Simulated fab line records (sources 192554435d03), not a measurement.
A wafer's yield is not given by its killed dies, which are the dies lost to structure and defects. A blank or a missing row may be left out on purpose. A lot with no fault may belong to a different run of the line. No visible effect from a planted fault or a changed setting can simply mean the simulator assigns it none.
Struck lot and sound lot, side by side | flow n5_finfet | 15 steps out of a route of 1938
Sound: wafers L897.2, L897.5, L897.6. Wafers L902.1, L902.2, L902.3 were the ones struck. The cause is given at the end.
For every step that has rows: the tool of each side, followed by ch and its chambers, followed by its first start. Under that, the readings that differ: sound wafers | struck wafers | difference of the means | sigmas: that difference in standard deviations of wafers without a fault.
alike: same words and numbers on both sides, and readings whose means sit less than 2 such deviations apart. not compared: any withheld reading, any reading some wafer has no value for, any bound like >300 that may hide the same value, and any number with overlapping values for which the record gives no deviation.
A row with sigmas, a row that says differs or no value, or rows on one side alone: a step with any of these is where the two part. Numbers that don't overlap but have no deviation are shown without sigmas and don't part them. A reading that every wafer of one side lacks parts them only if that side has two wafers or more.

first, 3 steps without rows for these wafers: N5_BEOL_M0_SAQP_RECESS_104 (chemistry HF/NH3, target SiO2, target depth 18 nm, afs cycles 3, sublimation time 60 s); N5_BEOL_M0_SAQP_COAT_105 (time 60 s, resist thk 100 nm); N5_BEOL_M0_SAQP_ETCH_106 (etches SOC in N2/H2, stops on SiNx, target depth 150 nm).
N5_BEOL_M0_SAQP_ETCH_107: etches SiNx in CH3F/O2, target depth 30 nm.
  sound on rie_diel-04 ch 0,1,2, day 8 01:33; struck on rie_diel-02 ch 0,1,2, day 9 08:26
  alike: chamber_pressure_mTorr, drypump_motor_current_A, oes_product_au, rf_fwd_power_W, rf_vpp_V, showerhead_plenum_p_Torr, throttle_valve_pct
  not compared: rf_hours_counter_h
N5_BEOL_M0_SAQP_STRIP_108: strips in N2/H2.
  sound on rie_diel-04 ch 0,1,2, day 8 01:35; struck on rie_diel-02 ch 0,1,2, day 9 08:29
  alike: chamber_pressure_mTorr, drypump_motor_current_A, oes_product_au, rf_fwd_power_W, rf_vpp_V, showerhead_plenum_p_Torr, throttle_valve_pct
  not compared: rf_hours_counter_h
then, 1 step without rows for these wafers: N5_BEOL_M0_SAQP_RECESS_109 (chemistry HF/NH3, target SiO2, target depth 3 nm, afs cycles 1, sublimation time 60 s).
N5_BEOL_M0_SAQP_SPACER2_ALD_26: deposits SiO2, target thk 15 nm, pulse time 1 s, purge time 2 s.
  sound on ald_sin-04 ch 0,3, day 8 01:47; struck on ald_sin-03 ch 1,2,3, day 9 08:41
  alike: heater_power_w, precursor_pulse_height_rel
  not compared: since_wet_clean_h
N5_BEOL_M0_SAQP_SPACER2_ETCHBACK_27: etches SiO2 in CHF3/O2, target depth 22.5 nm, time 11.25 s.
  sound on rie_diel-06 ch 1,2, day 8 02:20; struck on rie_diel-02 ch 1,2,3, day 9 09:14
  reading      | sound       | struck      | difference | sigmas
  rf_vpp_V (V) | 535 534 532 | 519 527 520 | -12        | -3
  alike: chamber_pressure_mTorr, drypump_motor_current_A, oes_product_au, rf_fwd_power_W, showerhead_plenum_p_Torr, throttle_valve_pct
  not compared: rf_hours_counter_h
N5_BEOL_M0_SAQP_MANDREL2_REMOVE_110: chemistry HBr/Cl2/O2, target a-Si, stops on SiCN, bt time 10 s.
  sound on rie_si-02 ch 1,2, day 8 02:26; struck on rie_si-03 ch 0,2,3, day 9 09:20
  alike: chamber_pressure_mTorr, drypump_motor_current_A, he_backside_leak_sccm, oes_product_au, rf_fwd_power_W, throttle_valve_pct
  not compared: rf_hours_counter_h
N5_BEOL_M0_SAQP_CD_MEAS_29: the cd target is 14.4 nm.
  sound on cd_sem-01 ch 0, day 8 02:32; struck on cd_sem-03 ch 0, day 9 09:26
  alike: cd_nm
then, 2 steps without rows for these wafers: N5_BEOL_M0_SAQP_COAT_69 (time 60 s, resist thk 90 nm); N5_BEOL_M0_SAQP_COAT_72 (time 60 s, resist thk 15 nm).
N5_BEOL_M0_SAQP_COAT_87: time 60 s, resist thk 5 nm.
  sound on litho_track-05 ch 0, day 8 02:35; struck on litho_track-03 ch 0, day 9 09:29
  reading                  | sound                | struck               | difference | sigmas
  heater_power_total_W (W) | 391.3 390.9 389.6    | 409.9 410.3 406.3    | +18.2      | +14
  plate_temp_C (C)         | 205.23 204.87 204.92 | 212.05 212.06 212.13 | +7.07      | +44
  alike: exhaust_pa, resist_line_temp_C
then, 1 step without rows for these wafers: N5_BEOL_M0_SAQP_COAT_34 (resist thk 30 nm).
-- record jumps: 2 days separate the struck wafers' starts on either side; left off in module BEOL_M0_SAQP, taken up again in module BEOL_M4, whose first shown step is the route's number 1111 --
N5_BEOL_M4_RC_MEAS_101:
  sound on prober-01 ch 0, day 10 16:23; struck on prober-01 ch 0, day 11 13:05
  reading        | sound             | struck            | difference | sigmas
  IOFF_P (nA/um) | 0.207 0.245 0.236 | 0.193 0.165 0.148 | -0.061     | -2
  VT_P (mV)      | -247 -247 -247    | -253 -256 -256    | -8         | -2
  alike: DIBL_N, DIBL_P, IOFF_N, ION_N, ION_P, SS_N, SS_P, VT_N

== WHERE THEY PART ==
First at N5_BEOL_M0_SAQP_SPACER2_ETCHBACK_27; last, within this record, at N5_BEOL_M4_RC_MEAS_101.

WHY: whatever the simulator had introduced
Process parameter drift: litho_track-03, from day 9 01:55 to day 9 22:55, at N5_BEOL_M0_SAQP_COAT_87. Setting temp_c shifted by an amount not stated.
